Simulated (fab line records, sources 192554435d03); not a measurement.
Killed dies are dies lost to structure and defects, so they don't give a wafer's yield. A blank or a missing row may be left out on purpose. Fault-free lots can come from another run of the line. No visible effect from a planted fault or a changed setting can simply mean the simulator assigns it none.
Chamber matching | flow n5Finfet | N5_BEOL_M5_PRE_CLEAN_77 on cvdCo-01 has 3 sister chambers
The step time 15 s. 6 wafers are shown with their chamber, then 6 later ones without.

EACH WAFER AND ITS CHAMBER
wafer  | chamber | heaterPowerW (W)
L563.6 | 2       | 83
L566.4 | 0       | 85
L566.5 | 1       | 116
L566.6 | 2       | 83
L574.1 | 1       | 116
L574.3 | 0       | 87

WAFERS MISSING THEIR CHAMBER
wafer  | heaterPowerW (W)
L574.4 | 86
L570.3 | 85
L570.5 | 117
L582.1 | 85
L582.2 | 87
L582.6 | 104

WHICH CHAMBER EACH WENT THROUGH
wafer  | from the rows above     | in truth
L574.4 | 0                       | 0
L570.3 | can't be placed: 0 or 2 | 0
L570.5 | 1                       | 1
L582.1 | can't be placed: 0 or 2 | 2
L582.2 | 0                       | 0
L582.6 | 1                       | 1
4 of 6 placed correctly. Cannot be placed on the basis of these rows: 2; the candidates contain the true chamber in 2. Wrongly placed: 0.
How it was worked out, from the rows above alone: a wafer's distance from a chamber is the root of the sum, over the readings, of the square of ((its reading less the chamber's mean) divided by the reading's scatter). The wafer belongs to the nearest chamber; if the next one is less than 2 further off, it can't be placed. A chamber's mean is the mean of its shown wafers. How the scatter is found: for the shown wafers, subtract from each reading the mean of its chamber, square and add these, divide the total by (wafers less chambers), then take the root.
